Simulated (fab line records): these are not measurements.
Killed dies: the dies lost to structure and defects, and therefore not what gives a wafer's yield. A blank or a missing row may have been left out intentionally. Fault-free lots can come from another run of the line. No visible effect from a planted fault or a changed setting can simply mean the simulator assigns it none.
Chamber matching :: flow nand harc :: NHARC_A_CONTACT_DESCUM_74 on rie diel-11 has 4 sister chambers
The step chemistry O2, time 3 s. 39 wafers are shown with their chamber, then 12 later ones without.

== WAFERS PAIRED WITH THEIR CHAMBERS ==
wafer: L074.1
chamber: 0
drypump motor current A (A): 6.1
showerhead plenum p Torr (Torr): 1.88
oes product au (a.u.): 1.006

wafer: L074.2
chamber: 2
drypump motor current A (A): 6.6
showerhead plenum p Torr (Torr): 1.78
oes product au (a.u.): 1.003

wafer: L074.5
chamber: 2
drypump motor current A (A): 6.7
showerhead plenum p Torr (Torr): 1.78
oes product au (a.u.): 1.001

wafer: L075.1
chamber: 1
drypump motor current A (A): 5.3
showerhead plenum p Torr (Torr): 1.89
oes product au (a.u.): 0.981

wafer: L075.4
chamber: 2
drypump motor current A (A): 6.7
showerhead plenum p Torr (Torr): 1.78
oes product au (a.u.): 1.004

wafer: L075.6
chamber: 1
drypump motor current A (A): 5.3
showerhead plenum p Torr (Torr): 1.89
oes product au (a.u.): 1.000

wafer: L076.2
chamber: 1
drypump motor current A (A): 5.3
showerhead plenum p Torr (Torr): 1.89
oes product au (a.u.): 0.985

wafer: L076.3
chamber: 3
drypump motor current A (A): 5.2
showerhead plenum p Torr (Torr): 1.99
oes product au (a.u.): 0.998

wafer: L076.4
chamber: 0
drypump motor current A (A): 6.0
showerhead plenum p Torr (Torr): 1.88
oes product au (a.u.): 1.012

wafer: L077.1
chamber: 2
drypump motor current A (A): 6.7
showerhead plenum p Torr (Torr): 1.78
oes product au (a.u.): 0.999

wafer: L077.2
chamber: 1
drypump motor current A (A): 5.3
showerhead plenum p Torr (Torr): 1.89
oes product au (a.u.): 0.987

wafer: L077.3
chamber: 3
drypump motor current A (A): 5.2
showerhead plenum p Torr (Torr): 1.99
oes product au (a.u.): 0.990

wafer: L079.2
chamber: 3
drypump motor current A (A): 5.2
showerhead plenum p Torr (Torr): 1.99
oes product au (a.u.): 1.009

wafer: L079.5
chamber: 3
drypump motor current A (A): 5.2
showerhead plenum p Torr (Torr): 1.99
oes product au (a.u.): 1.012

wafer: L079.6
chamber: 0
drypump motor current A (A): 6.0
showerhead plenum p Torr (Torr): 1.88
oes product au (a.u.): 1.017

wafer: L080.1
chamber: 0
drypump motor current A (A): 6.0
showerhead plenum p Torr (Torr): 1.88
oes product au (a.u.): 1.007

wafer: L080.2
chamber: 3
drypump motor current A (A): 5.1
showerhead plenum p Torr (Torr): 1.99
oes product au (a.u.): 1.000

wafer: L080.4
chamber: 1
drypump motor current A (A): 5.3
showerhead plenum p Torr (Torr): 1.89
oes product au (a.u.): 0.993

wafer: L083.1
chamber: 1
drypump motor current A (A): 5.3
showerhead plenum p Torr (Torr): 1.89
oes product au (a.u.): 1.009

wafer: L083.2
chamber: 3
drypump motor current A (A): 5.1
showerhead plenum p Torr (Torr): 1.99
oes product au (a.u.): 1.003

wafer: L083.4
chamber: 0
drypump motor current A (A): 6.0
showerhead plenum p Torr (Torr): 1.88
oes product au (a.u.): 1.001

wafer: L084.1
chamber: 0
drypump motor current A (A): 6.0
showerhead plenum p Torr (Torr): 1.88
oes product au (a.u.): 0.994

wafer: L084.4
chamber: 1
drypump motor current A (A): 5.3
showerhead plenum p Torr (Torr): 1.89
oes product au (a.u.): 0.990

wafer: L084.6
chamber: 1
drypump motor current A (A): 5.3
showerhead plenum p Torr (Torr): 1.89
oes product au (a.u.): 0.995

wafer: L087.2
chamber: 3
drypump motor current A (A): 5.2
showerhead plenum p Torr (Torr): 1.98
oes product au (a.u.): 1.007

wafer: L087.5
chamber: 3
drypump motor current A (A): 5.2
showerhead plenum p Torr (Torr): 1.98
oes product au (a.u.): 1.004

wafer: L087.6
chamber: 0
drypump motor current A (A): 6.0
showerhead plenum p Torr (Torr): 1.87
oes product au (a.u.): 1.010

wafer: L085.1
chamber: 3
drypump motor current A (A): 5.2
showerhead plenum p Torr (Torr): 1.98
oes product au (a.u.): 1.005

wafer: L085.2
chamber: 2
drypump motor current A (A): 6.7
showerhead plenum p Torr (Torr): 1.78
oes product au (a.u.): 1.014

wafer: L085.5
chamber: 3
drypump motor current A (A): 5.2
showerhead plenum p Torr (Torr): 1.98
oes product au (a.u.): 1.013

wafer: L088.3
chamber: 2
drypump motor current A (A): 6.6
showerhead plenum p Torr (Torr): 1.77
oes product au (a.u.): 1.016

wafer: L088.5
chamber: 1
drypump motor current A (A): 5.3
showerhead plenum p Torr (Torr): 1.89
oes product au (a.u.): 0.994

wafer: L088.6
chamber: 2
drypump motor current A (A): 6.6
showerhead plenum p Torr (Torr): 1.77
oes product au (a.u.): 1.014

wafer: L090.2
chamber: 3
drypump motor current A (A): 5.1
showerhead plenum p Torr (Torr): 1.98
oes product au (a.u.): 1.019

wafer: L090.5
chamber: 0
drypump motor current A (A): 6.0
showerhead plenum p Torr (Torr): 1.87
oes product au (a.u.): 1.001

wafer: L090.6
chamber: 1
drypump motor current A (A): 5.3
showerhead plenum p Torr (Torr): 1.88
oes product au (a.u.): 0.991

wafer: L092.1
chamber: 0
drypump motor current A (A): 6.0
showerhead plenum p Torr (Torr): 1.87
oes product au (a.u.): 1.005

wafer: L092.4
chamber: 2
drypump motor current A (A): 6.6
showerhead plenum p Torr (Torr): 1.77
oes product au (a.u.): 1.028

wafer: L092.6
chamber: 0
drypump motor current A (A): 6.0
showerhead plenum p Torr (Torr): 1.87
oes product au (a.u.): 1.006

SIGNATURES (averages over the wafers above)
reading: drypump motor current A
chamber 0: 6.010
chamber 1: 5.300
chamber 2: 6.650
chamber 3: 5.173
scatter within a chamber: 0.0381

reading: showerhead plenum p Torr
chamber 0: 1.8760
chamber 1: 1.8890
chamber 2: 1.7763
chamber 3: 1.9855
scatter within a chamber: 0.00475

reading: oes product au
chamber 0: 1.00590
chamber 1: 0.99250
chamber 2: 1.00988
chamber 3: 1.00545
scatter within a chamber: 0.00801
Rule: for a wafer and a chamber, the distance is found by dividing, reading by reading, the gap between the wafer's reading and the chamber's mean by the reading's scatter, squaring, summing and taking the root. If the next closest chamber is less than 2 further off than the closest, the wafer can't be placed; otherwise it belongs to the closest. How the scatter is found: for the shown wafers, subtract from each reading the mean of its chamber, square and add these, divide the total by (wafers less chambers), then take the root.

== WAFERS MISSING THEIR CHAMBER ==
wafer: L091.1
drypump motor current A (A): 6.0
showerhead plenum p Torr (Torr): 1.87
oes product au (a.u.): 1.007

wafer: L091.2
drypump motor current A (A): 5.3
showerhead plenum p Torr (Torr): 1.88
oes product au (a.u.): 0.995

wafer: L091.3
drypump motor current A (A): 5.2
showerhead plenum p Torr (Torr): 1.98
oes product au (a.u.): 1.010

wafer: L095.3
drypump motor current A (A): 6.7
showerhead plenum p Torr (Torr): 1.77
oes product au (a.u.): 1.023

wafer: L095.4
drypump motor current A (A): 5.3
showerhead plenum p Torr (Torr): 1.88
oes product au (a.u.): 1.000

wafer: L095.5
drypump motor current A (A): 6.7
showerhead plenum p Torr (Torr): 1.77
oes product au (a.u.): 1.032

wafer: L094.1
drypump motor current A (A): 5.2
showerhead plenum p Torr (Torr): 1.98
oes product au (a.u.): 1.007

wafer: L094.3
drypump motor current A (A): 5.3
showerhead plenum p Torr (Torr): 1.88
oes product au (a.u.): 1.000

wafer: L094.6
drypump motor current A (A): 6.0
showerhead plenum p Torr (Torr): 1.87
oes product au (a.u.): 0.993

wafer: L097.3
drypump motor current A (A): 6.0
showerhead plenum p Torr (Torr): 1.87
oes product au (a.u.): 1.005

wafer: L097.4
drypump motor current A (A): 5.2
showerhead plenum p Torr (Torr): 1.98
oes product au (a.u.): 1.005

wafer: L097.6
drypump motor current A (A): 5.2
showerhead plenum p Torr (Torr): 1.98
oes product au (a.u.): 1.010

== EACH ONE'S CHAMBER ==
wafer: L091.1
from the rows above: 0
in truth: 0

wafer: L091.2
from the rows above: 1
in truth: 1

wafer: L091.3
from the rows above: 3
in truth: 3

wafer: L095.3
from the rows above: 2
in truth: 2

wafer: L095.4
from the rows above: 1
in truth: 1

wafer: L095.5
from the rows above: 2
in truth: 2

wafer: L094.1
from the rows above: 3
in truth: 3

wafer: L094.3
from the rows above: 1
in truth: 1

wafer: L094.6
from the rows above: 0
in truth: 0

wafer: L097.3
from the rows above: 0
in truth: 0

wafer: L097.4
from the rows above: 3
in truth: 3

wafer: L097.6
from the rows above: 3
in truth: 3
12 of 12 placed correctly. Number that these rows cannot place: 0. Wrongly placed: 0.
